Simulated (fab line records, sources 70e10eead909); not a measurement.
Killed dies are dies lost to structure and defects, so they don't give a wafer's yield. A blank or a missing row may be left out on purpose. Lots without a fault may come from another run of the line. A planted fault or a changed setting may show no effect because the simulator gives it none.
fab line records | flow nand_harc
record lots=5 wafers=15 last_day=32
route steps=1302 shown A_CHANNEL_HOLE_D2@585 END@1302
lots that met no fault: from a run of the same line without faults
start_h: hours from the record's first day to the start of the lot's first wafer shown | wait_h: hours since the lot's step before | " the same as in the row above | L1.1+2: a row that stands for several wafers | - no value, or no start given | * or withheld: withheld | < > ~ a bound
route shown NAME@n: a module of which the file shows steps, and the number in the route of the first | usual: mean/standard deviation of fault-free wafers | same: alike in all rows | chamber/n: place in a boat | sites: the reading at each site | _std_site: their standard deviation | _edge_site: outer sites' mean less inner sites' | radius_mm: how far each site lies from the wafer's centre | mask NAME#n: copy n | behind: the tool/chamber that last shaped the wafer | hold: why the lot was held/for how many hours/how that ended | device: the transistor (n, p or np) that didn't switch | end of line: the same wafers' tests at the end of the route | a step without rows: its recipe alone | killed: dies lost to structure and defects at the first sort, not the wafer's yield | map: a wafer's dies, x killed, . not, _ none there
set.NAME: the setting as run; set.NAME@STEP: as run at that earlier step | model.NAME: the simulator's own value behind a step, which no gauge read
lots at some steps of the route; a table a step, a row a wafer
services: from which hour (start_h, from the record's first day; less than 0 if before it) a tool's chamber was out of use, for how many hours, and why
## steps
# step NHARC_A_CHANNEL_HOLE_D2_DESCUM_15
# recipe time_s=3 o2_flow_sccm=200 ar_flow_sccm=0 bias_power_w=0 chemistry=O2
# step NHARC_A_CHANNEL_HOLE_D2_ETCH_38
# recipe target_depth_a=390 over_etch_frac=0.3 time_s=65 ion_energy_ev=80 cf4_flow_sccm=150 ar_flow_sccm=0 rf_w=300 bias_w=100 chemistry=CF4
# step NHARC_A_CHANNEL_HOLE_D2_ETCH_39
# recipe target_depth_a=2600 over_etch_frac=0.3 time_s=325 ion_energy_ev=200 n2_flow_sccm=150 h2_flow_sccm=150 ar_flow_sccm=0 rf_w=400 bias_w=150 chemistry=N2/H2
# step NHARC_A_CHANNEL_HOLE_D2_ETCH_34
# recipe target_depth_a=1540 time_s=77 cf4_flow_sccm=100 chf3_flow_sccm=30 ar_flow_sccm=0 rf_w=500 bias_w=200 chemistry=CF4/CHF3
# step NHARC_A_CHANNEL_HOLE_D2_ETCH_16
# recipe target_depth_a=31000 over_etch_frac=0.3 time_s=806 ion_energy_ev=150 o2_flow_sccm=400 cos_flow_sccm=20 ar_flow_sccm=0 rf_w=500 bias_w=300 chemistry=O2/COS
# step NHARC_A_CHANNEL_HOLE_D2_ETCH_19
# recipe bias_v=1200 source_w=2500 pressure_mtorr=15 time_s=34.5 ar_flow_sccm=375 c4f8_flow_sccm=28.8 o2_flow_sccm=96.2 temp_c=-20 target_depth_a=* chemistry=C4F8/O2/Ar
# step NHARC_A_CHANNEL_HOLE_D2_ETCH_20
# recipe bias_v=3000 source_w=withheld pressure_mtorr=20 time_s=361.9 ar_flow_sccm=375 c4f8_flow_sccm=89.3 o2_flow_sccm=35.7 temp_c=-20 target_depth_a=16000 chemistry=C4F8/O2/Ar
# step NHARC_A_CHANNEL_HOLE_D2_ETCH_21
# recipe bias_v=3000 source_w=withheld pressure_mtorr=20 time_s=514.3 ar_flow_sccm=375 c4f8_flow_sccm=89.3 o2_flow_sccm=35.7 temp_c=-20 target_depth_a=16000 chemistry=C4F8/O2/Ar
# step NHARC_A_CHANNEL_HOLE_D2_ETCH_22
# recipe bias_v=3000 source_w=withheld pressure_mtorr=20 time_s=666.7 ar_flow_sccm=375 c4f8_flow_sccm=89.3 o2_flow_sccm=35.7 temp_c=-20 target_depth_a=16000 chemistry=C4F8/O2/Ar
# step NHARC_A_CHANNEL_HOLE_D2_ETCH_23
# recipe bias_v=5000 source_w=withheld pressure_mtorr=20 time_s=819 ar_flow_sccm=375 c4f8_flow_sccm=89.3 o2_flow_sccm=35.7 temp_c=-20 target_depth_a=16000 chemistry=C4F8/O2/Ar
# usual c4f8_flow_sccm=89.31/0.25 chamber_pressure_mTorr=20.001/0.018 drypump_motor_current_A=5.79/0.13 showerhead_plenum_p_Torr=3.67/0.15 throttle_valve_pct=32.155/0.0091 time_s=819/0
# columns lot.wafer tool chamber start_h wait_h c4f8_flow_sccm chamber_pressure_mTorr drypump_motor_current_A rf_hours_counter_h showerhead_plenum_p_Torr throttle_valve_pct time_s
L699.1 har_etch-01 0 371.75 0.5 - - - - - - -
L699.3 " 1 " " - - - - - - -
L699.5 " 1 " " - - - - - - -
L702.2 har_etch-01 1 385.76 0.5 - - - - - - -
L702.1 " 0 " " - - - - - - -
L702.5 " 0 " " - - - - - - -
L701.1 har_etch-01 0 389.93 0.5 - - - - - - -
L701.6 " 0 " " - - - - - - -
L701.5 " 1 " " - - - - - - -
L711.2 har_etch-01 0 478.75 0.5 89.34 19.987 5.95 261 3.52 32.151 819
L711.4 " 0 " " 89.39 20.015 5.94 - 3.52 32.158 819
L711.3 " 1 " " 88.85 20.012 5.86 - 3.64 32.157 819
L712.2 har_etch-02 0 487.33 0.5 89.04 20.003 5.68 55 3.90 32.151 819
L712.4 " 0 " " 89.59 19.982 5.66 - 3.90 32.166 819
L712.5 " 0 " " 89.39 19.992 5.66 - 3.90 32.132 819
# step NHARC_A_CHANNEL_HOLE_D2_ETCH_24
# recipe bias_v=5000 source_w=withheld pressure_mtorr=20 time_s=906.2 ar_flow_sccm=375 c4f8_flow_sccm=93.8 o2_flow_sccm=31.2 temp_c=-20 target_depth_a=15000 chemistry=C4F8/O2/Ar
# step NHARC_A_CHANNEL_HOLE_D2_ETCH_25
# recipe bias_v=5000 source_w=withheld pressure_mtorr=20 time_s=1040.2 ar_flow_sccm=375 c4f8_flow_sccm=93.8 o2_flow_sccm=31.2 temp_c=-20 target_depth_a=15000 chemistry=C4F8/O2/Ar
# step NHARC_A_CHANNEL_HOLE_D2_ETCH_26
# recipe bias_v=300 source_w=2000 pressure_mtorr=30 time_s=224.1 ar_flow_sccm=375 c4f8_flow_sccm=11.4 o2_flow_sccm=113.6 temp_c=-20 target_depth_a=3000 chemistry=C4F8/O2/Ar
# step NHARC_A_CHANNEL_HOLE_D2_ETCH_27
# recipe bias_v=400 source_w=2000 pressure_mtorr=25 time_s=90 ar_flow_sccm=375 c4f8_flow_sccm=41.7 o2_flow_sccm=83.3 temp_c=-20 target_depth_a=4000 chemistry=C4F8/O2/Ar
# step NHARC_A_CHANNEL_HOLE_D2_STRIP_41
# recipe n2_flow_sccm=150 h2_flow_sccm=150 ar_flow_sccm=0 bias_w=0 chemistry=N2/H2
# step NHARC_A_CHANNEL_HOLE_D2_STRIP_42
# recipe cf4_flow_sccm=100 chf3_flow_sccm=30 ar_flow_sccm=0 bias_w=0 chemistry=CF4/CHF3
# step NHARC_A_CHANNEL_HOLE_D2_STRIP_43
# recipe o2_flow_sccm=400 cos_flow_sccm=20 ar_flow_sccm=0 bias_w=0 chemistry=O2/COS
# step NHARC_A_CHANNEL_HOLE_D2_ETCH_44
# recipe target_depth_a=1400 overetch_a=140 time_s=77 ion_energy_ev=100 cf4_flow_sccm=80 o2_flow_sccm=20 ar_flow_sccm=0 rf_w=300 bias_w=100 chemistry=CF4/O2
# usual bias_w=99.99/0.28 cf4_flow_sccm=80.01/0.26 drypump_motor_current_A=5.7/0.51 oes_product_au=1.002/0.0096 rf_vpp_V=198.5/1.4 showerhead_plenum_p_Torr=1.37/0.051 throttle_valve_pct=13.397/0.0092
# same time_s=77
# columns lot.wafer tool chamber start_h wait_h bias_w cf4_flow_sccm drypump_motor_current_A oes_product_au rf_hours_counter_h rf_vpp_V showerhead_plenum_p_Torr throttle_valve_pct model.A_CHANNEL_HOLE_D2.cd_nm
L699.1 rie_diel-01 3 375.06 0.1 100.62 80.22 5.8 0.994 11 197.1 1.34 13.398 99.85
L699.3 " 1 " " 100.09 79.83 6.2 0.997 11 196.5 1.28 13.391 103.2
L699.5 " 0 " " 99.58 80.40 6.4 0.980 - 198.9 1.36 13.389 2.02
L702.1 rie_diel-04 1 389.05 0.1 99.89 79.96 5.4 1.006 1 199.5 1.41 13.404 101.2
L702.2 " 2 " " 99.97 79.82 5.2 0.993 2 199.6 1.43 13.389 2.292
L702.5 " 1 " " 99.52 79.93 5.4 1.006 - 200.6 1.41 13.400 103.5
L701.1 rie_diel-04 3 393.24 0.1 99.74 80.25 6.2 0.996 2 200.8 1.39 13.391 95.25
L701.6 " 0 " " 100.00 79.97 6.3 1.013 - 199.4 1.41 13.396 98.19
L701.5 " 1 " " 100.41 79.52 5.3 1.011 - 199.5 1.41 13.398 99.4
L711.2 rie_diel-02 3 482.03 0.1 99.88 79.98 5.3 1.017 3 199.6 1.40 13.410 92.49
L711.4 " 1 " " 100.29 79.91 6.3 1.007 4 195.9 1.29 13.391 90.4
L711.3 " 2 " " 100.29 79.60 5.4 1.009 3 196.2 1.24 13.388 92.4
L712.4 rie_diel-04 3 490.51 0.1 100.05 80.14 6.1 0.995 7 199.4 1.39 13.400 91.82
L712.2 " 1 " " 100.21 80.02 5.3 0.998 8 197.1 1.41 13.387 92.22
L712.5 " 3 " " 99.91 79.75 6.1 0.995 - 199.6 1.39 13.383 91.57
# step NHARC_A_CHANNEL_HOLE_D2_STRIP_28
# recipe o2_flow_sccm=500 ar_flow_sccm=0 bias_w=0 chemistry=O2
# step NHARC_A_CHANNEL_HOLE_D2_PRECLEAN_29
# recipe time_s=* temp_c=50 bath_age_min=0 chemistry=SC1
# step NHARC_A_CHANNEL_HOLE_D2_SRD_30
# step NHARC_A_CHANNEL_HOLE_D2_CD_MEAS_31
# usual cd_nm=90.6/1.4
# columns lot.wafer tool chamber start_h wait_h cd_nm
L699.1 cd_sem-03 - 375.86 - 1.4
L699.3 " - " " 1.1
L699.5 " - " " 0.8
L702.1 cd_sem-01 - 389.84 - 0.7
L702.2 " - " " 2.9
L702.5 " - " " 0.5
L701.1 cd_sem-01 - 394.01 - 0.5
L701.5 " - " " 0.5
L701.6 " - " " 1.6
L711.2 cd_sem-01 - 482.84 - 92.6
L711.3 " - " " 91.8
L711.4 " - " " 90.9
L712.2 cd_sem-01 - 491.30 - 91.9
L712.4 " - " " 91.9
L712.5 " - " " 91.6
# step NHARC_A_CHANNEL_HOLE_D2_XSEM_32
# recipe landing_energy_ev=35000
# usual bot_cd_nm=75.2/1.6 bow_nm=8.64/0.21 tilt_deg=0.07/0.046
# same landing_energy_ev=35000
# columns lot.wafer tool chamber start_h wait_h bot_cd_nm bow_nm tilt_deg
L699.1 xsem-02 0 375.96 0.1 2.2 0.63 0.00
L699.3 " 0 " " 1.4 0.64 0.00
L699.5 " 0 " " 1.3 0.63 0.00
L702.1 xsem-01 0 389.93 0.1 1.4 0.40 0.09
L702.2 " 0 " " 3.6 0.39 0.09
L702.5 " 0 " " 1.2 0.39 0.09
L701.1 xsem-02 0 394.11 0.1 0.2 0.33 0.06
L701.5 " 0 " " 0.2 0.33 0.06
L701.6 " 0 " " 1.3 0.33 0.06
L711.2 xsem-02 0 482.93 0.1 76.9 8.62 0.02
L711.3 " 0 " " 76.4 8.70 0.02
L711.4 " 0 " " 74.5 8.67 0.02
L712.2 xsem-01 0 491.38 0.1 76.5 8.92 0.06
L712.4 " 0 " " 76.9 8.93 0.06
L712.5 " 0 " " 76.8 8.96 0.06
# step NHARC_END_SORT_01
# recipe temp_c=25
# usual killed_at_array=53/20 killed_at_other=1/1.2 killed_at_periphery=3.7/2.6 killed_dies=58/20 killed_open=3.5/1.8 killed_short=2.4/1.7
# same gross_dies=677
# columns lot.wafer tool chamber start_h wait_h killed_at_array killed_at_other killed_at_periphery killed_dies killed_open killed_short
L699.1 prober-01 0 645.61 2.5 665 2 10 677 5 1
L699.3 prober-01 0 647.20 3.1 673 1 3 677 4 6
L699.5 prober-01 0 648.80 3.7 672 0 5 677 6 3
L702.1 prober-02 0 653.36 2.5 675 1 1 677 1 3
L702.2 prober-02 0 654.16 2.8 669 3 5 677 3 3
L702.5 prober-02 0 656.56 3.7 669 3 5 677 4 5
L701.1 prober-01 0 653.37 2.5 670 1 6 677 3 8
L701.5 prober-01 0 656.54 3.7 670 3 4 677 4 3
L701.6 prober-01 0 657.34 4.0 670 3 4 677 5 6
L712.2 prober-01 0 765.17 2.8 52 0 1 53 2 4
L712.4 prober-01 0 766.76 3.4 55 0 4 59 5 3
L712.5 prober-01 0 767.55 3.7 52 0 1 53 5 5
# killed by level:class
L699.1 A_CHANNEL_HOLE_D2:area_etch=636 A_SLIT:chamber_film_flake=11 A_CHANNEL_HOLE_D2:chamber_film_flake=9 P_STI:chamber_film_flake=5 A_STAIRCASE:chamber_film_flake=3 A_CHANNEL_HOLE_D1:chamber_film_flake=2 THIN_TSV:chamber_film_flake=2 P_CONTACT:geometric_particle:open=1
L699.3 A_CHANNEL_HOLE_D2:area_etch=613 A_SLIT:chamber_film_flake=30 A_CHANNEL_HOLE_D2:chamber_film_flake=8 A_DECK1_JOINT:geometric_particle:short=3 A_CHANNEL_HOLE_D1:chamber_film_flake=3 A_CHANNEL_FILL_D2:chamber_film_flake=3 A_STAIRCASE:chamber_film_flake=3 A_CONTACT:chamber_film_flake=3
L699.5 A_CHANNEL_HOLE_D2:area_etch=615 A_SLIT:chamber_film_flake=27 A_CHANNEL_HOLE_D2:chamber_film_flake=16 P_STI:chamber_film_flake=2 A_CHANNEL_HOLE_D1:chamber_film_flake=2 A_STAIRCASE:chamber_film_flake=2 P_CONTACT:geometric_particle:open=1 P_M0:geometric_particle:open=1
L702.1 A_CHANNEL_HOLE_D2:area_etch=611 A_CHANNEL_HOLE_D1:chamber_film_flake=32 A_CHANNEL_HOLE_D2:chamber_film_flake=16 A_CONTACT:chamber_film_flake=6 A_DECK1_JOINT:chamber_film_flake=3 A_ZERO_WELL:chamber_film_flake=2 A_ONON_D2:geometric_particle:short=1 A_CHANNEL_HOLE_D2:geometric_particle:open=1
L701.1 A_CHANNEL_HOLE_D2:area_etch=620 A_CHANNEL_HOLE_D2:chamber_film_flake=17 A_SLIT:chamber_film_flake=12 A_CHANNEL_HOLE_D2:geometric_particle:short=5 P_M2:chamber_film_flake=5 A_CHANNEL_HOLE_D1:chamber_film_flake=4 A_STAIRCASE:chamber_film_flake=3 A_CONTACT:chamber_film_flake=2
L702.2 A_CHANNEL_HOLE_D2:area_etch=609 A_CHANNEL_HOLE_D1:chamber_film_flake=32 A_CHANNEL_HOLE_D2:chamber_film_flake=12 A_CONTACT:chamber_film_flake=6 P_M2:chamber_film_flake=3 A_WL_FILL:chamber_film_flake=3 THIN_TSV:chamber_film_flake=3 P_M0:geometric_particle:short=1
L701.5 A_CHANNEL_HOLE_D2:area_etch=610 A_SLIT:chamber_film_flake=28 A_STAIRCASE:chamber_film_flake=11 A_CHANNEL_HOLE_D2:chamber_film_flake=10 A_CHANNEL_FILL_D2:chamber_film_flake=4 THIN_TSV:chamber_film_flake=3 A_CHANNEL_HOLE_D2:geometric_particle:short=2 P_M2:chamber_film_flake=2
L702.5 A_CHANNEL_HOLE_D2:area_etch=604 A_CHANNEL_HOLE_D1:chamber_film_flake=30 A_CHANNEL_HOLE_D2:chamber_film_flake=19 A_CONTACT:chamber_film_flake=5 A_STAIRCASE:chamber_film_flake=3 THIN_TSV:chamber_film_flake=3 A_ONON_D1:geometric_particle:short=2 P_ZERO_WELL:chamber_film_flake=2
L701.6 A_CHANNEL_HOLE_D2:area_etch=613 A_SLIT:chamber_film_flake=16 A_CHANNEL_HOLE_D2:chamber_film_flake=13 A_CHANNEL_HOLE_D1:chamber_film_flake=7 A_STAIRCASE:chamber_film_flake=4 A_CHANNEL_FILL_D2:chamber_film_flake=3 THIN_TSV:chamber_film_flake=3 A_CHANNEL_HOLE_D2:geometric_particle:short=2
L712.2 A_CHANNEL_HOLE_D1:chamber_film_flake=28 A_CONTACT:chamber_film_flake=6 A_SLIT:chamber_film_flake=5 A_STAIRCASE:chamber_film_flake=3 A_WL_FILL:chamber_film_flake=3 P_CONTACT:geometric_particle:open=1 A_SOURCE_PLATE:geometric_particle:short=1 A_ONON_D2:geometric_particle:short=1
L712.4 A_CHANNEL_HOLE_D1:chamber_film_flake=35 A_M1:chamber_film_flake=5 P_ZERO_WELL:chamber_film_flake=2 A_STAIRCASE:chamber_film_flake=2 A_SLIT:chamber_film_flake=2 A_CONTACT:chamber_film_flake=2 P_CONTACT:geometric_particle:open=1 A_SOURCE_PLATE:geometric_particle:short=1
L712.5 A_CHANNEL_HOLE_D1:chamber_film_flake=25 A_CONTACT:chamber_film_flake=5 A_SLIT:chamber_film_flake=4 A_STAIRCASE:chamber_film_flake=3 A_CHANNEL_HOLE_D2:geometric_particle:short=2 A_CHANNEL_FILL_D2:geometric_particle:open=2 A_CHANNEL_HOLE_D2:chamber_film_flake=2 A_M1:chamber_film_flake=2
# map L699.1 (x killed, . not)
____________x____________
_________xxxxxxx_________
_______xxxxxxxxxxx_______
______xxxxxxxxxxxxx______
_____xxxxxxxxxxxxxxx_____
____xxxxxxxxxxxxxxxxx____
____xxxxxxxxxxxxxxxxx____
___xxxxxxxxxxxxxxxxxxx___
___xxxxxxxxxxxxxxxxxxx___
__xxxxxxxxxxxxxxxxxxxxx__
__xxxxxxxxxxxxxxxxxxxxx__
_xxxxxxxxxxxxxxxxxxxxxxx_
_xxxxxxxxxxxxxxxxxxxxxxx_
_xxxxxxxxxxxxxxxxxxxxxxx_
_xxxxxxxxxxxxxxxxxxxxxxx_
_xxxxxxxxxxxxxxxxxxxxxxx_
xxxxxxxxxxxxxxxxxxxxxxxxx
xxxxxxxxxxxxxxxxxxxxxxxxx
xxxxxxxxxxxxxxxxxxxxxxxxx
xxxxxxxxxxxxxxxxxxxxxxxxx
xxxxxxxxxxxxxxxxxxxxxxxxx
_xxxxxxxxxxxxxxxxxxxxxxx_
_xxxxxxxxxxxxxxxxxxxxxxx_
_xxxxxxxxxxxxxxxxxxxxxxx_
_xxxxxxxxxxxxxxxxxxxxxxx_
_xxxxxxxxxxxxxxxxxxxxxxx_
__xxxxxxxxxxxxxxxxxxxxx__
__xxxxxxxxxxxxxxxxxxxxx__
___xxxxxxxxxxxxxxxxxxx___
___xxxxxxxxxxxxxxxxxxx___
____xxxxxxxxxxxxxxxxx____
____xxxxxxxxxxxxxxxxx____
_____xxxxxxxxxxxxxxx_____
______xxxxxxxxxxxxx______
_______xxxxxxxxxxx_______
_________xxxxxxx_________
____________x____________
# map L701.1 (x killed, . not)
____________x____________
_________xxxxxxx_________
_______xxxxxxxxxxx_______
______xxxxxxxxxxxxx______
_____xxxxxxxxxxxxxxx_____
____xxxxxxxxxxxxxxxxx____
____xxxxxxxxxxxxxxxxx____
___xxxxxxxxxxxxxxxxxxx___
___xxxxxxxxxxxxxxxxxxx___
__xxxxxxxxxxxxxxxxxxxxx__
__xxxxxxxxxxxxxxxxxxxxx__
_xxxxxxxxxxxxxxxxxxxxxxx_
_xxxxxxxxxxxxxxxxxxxxxxx_
_xxxxxxxxxxxxxxxxxxxxxxx_
_xxxxxxxxxxxxxxxxxxxxxxx_
_xxxxxxxxxxxxxxxxxxxxxxx_
xxxxxxxxxxxxxxxxxxxxxxxxx
xxxxxxxxxxxxxxxxxxxxxxxxx
xxxxxxxxxxxxxxxxxxxxxxxxx
xxxxxxxxxxxxxxxxxxxxxxxxx
xxxxxxxxxxxxxxxxxxxxxxxxx
_xxxxxxxxxxxxxxxxxxxxxxx_
_xxxxxxxxxxxxxxxxxxxxxxx_
_xxxxxxxxxxxxxxxxxxxxxxx_
_xxxxxxxxxxxxxxxxxxxxxxx_
_xxxxxxxxxxxxxxxxxxxxxxx_
__xxxxxxxxxxxxxxxxxxxxx__
__xxxxxxxxxxxxxxxxxxxxx__
___xxxxxxxxxxxxxxxxxxx___
___xxxxxxxxxxxxxxxxxxx___
____xxxxxxxxxxxxxxxxx____
____xxxxxxxxxxxxxxxxx____
_____xxxxxxxxxxxxxxx_____
______xxxxxxxxxxxxx______
_______xxxxxxxxxxx_______
_________xxxxxxx_________
____________x____________
## services
# columns tool chamber start_h hours kind
rie_diel-04 - 354.90 9.0 pm
rie_diel-04 0 354.90 9.0 vent_cycle
rie_diel-04 1 354.90 9.0 vent_cycle
rie_diel-04 2 354.90 9.0 vent_cycle
rie_diel-04 3 354.90 9.0 vent_cycle
rie_diel-04 0 363.90 - clean
rie_diel-04 1 363.90 - clean
rie_diel-04 2 363.90 - clean
rie_diel-04 3 363.90 - clean
xsem-01 - 374.00 14.0 pm
rie_diel-04 1 375.06 8.3 repair
har_etch-02 - 378.22 17.0 pm
rie_diel-01 - 380.99 9.0 pm
rie_diel-02 0 381.28 5.2 repair
rie_diel-04 0 388.40 - clean
rie_diel-04 1 388.40 - clean
rie_diel-04 2 388.40 - clean
rie_diel-04 3 388.40 - clean
rie_diel-04 3 393.68 12.1 repair
rie_diel-02 - 393.70 9.0 pm
rie_diel-01 - 404.88 0.4 repair
rie_diel-04 0 412.90 - clean
rie_diel-04 1 412.90 - clean
rie_diel-01 1 464.60 17.9 repair
## key
first_sign step=NHARC_A_CHANNEL_HOLE_D2_ETCH_23 reading=tool_record direction=missing
effect step=NHARC_A_CHANNEL_HOLE_D2_CD_MEAS_31 reading=cd_nm direction=down sigmas=63 usual=90.6 struck=1.1
effect step=NHARC_A_CHANNEL_HOLE_D2_XSEM_32 reading=bot_cd_nm direction=down sigmas=45 usual=75.2 struck=1.4
effect step=NHARC_END_SORT_01 reading=killed_at_array direction=up sigmas=31 usual=53 struck=670
model_effect step=NHARC_A_CHANNEL_HOLE_D2_ETCH_44 value=A_CHANNEL_HOLE_D2.cd_nm without=90.81 struck=78.33
more_kills_born_at NHARC_A_CHANNEL_HOLE_D2_ETCH_23@har_etch-01=5531
met_at NHARC_A_CHANNEL_HOLE_D2_ETCH_23
struck_wafers L699.1,L699.3,L699.5,L701.1,L701.5,L701.6,L702.1,L702.2,L702.5
later_rows_left_out L699.1,L699.3,L699.5,L701.1,L701.5,L701.6,L702.1,L702.2,L702.5
tester_left_out L699,L701,L702
fault kind=skipped_step_whole tool=har_etch-01 chamber=- onset_h=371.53 steps=NHARC_A_CHANNEL_HOLE_D2_ETCH_23 scope=struck_lots_only
# tester_left_out: of these lots the tester's yield and bins aren't shown, on N5 and GAA mostly nor the transistor test; their killed dies are dies lost to structure and defects alone, not to doping, threshold or leakage, so they don't give the yield
# later_rows_left_out: the simulator's readings of these wafers behind a module that went badly wrong aren't trusted and aren't shown, but for the sort
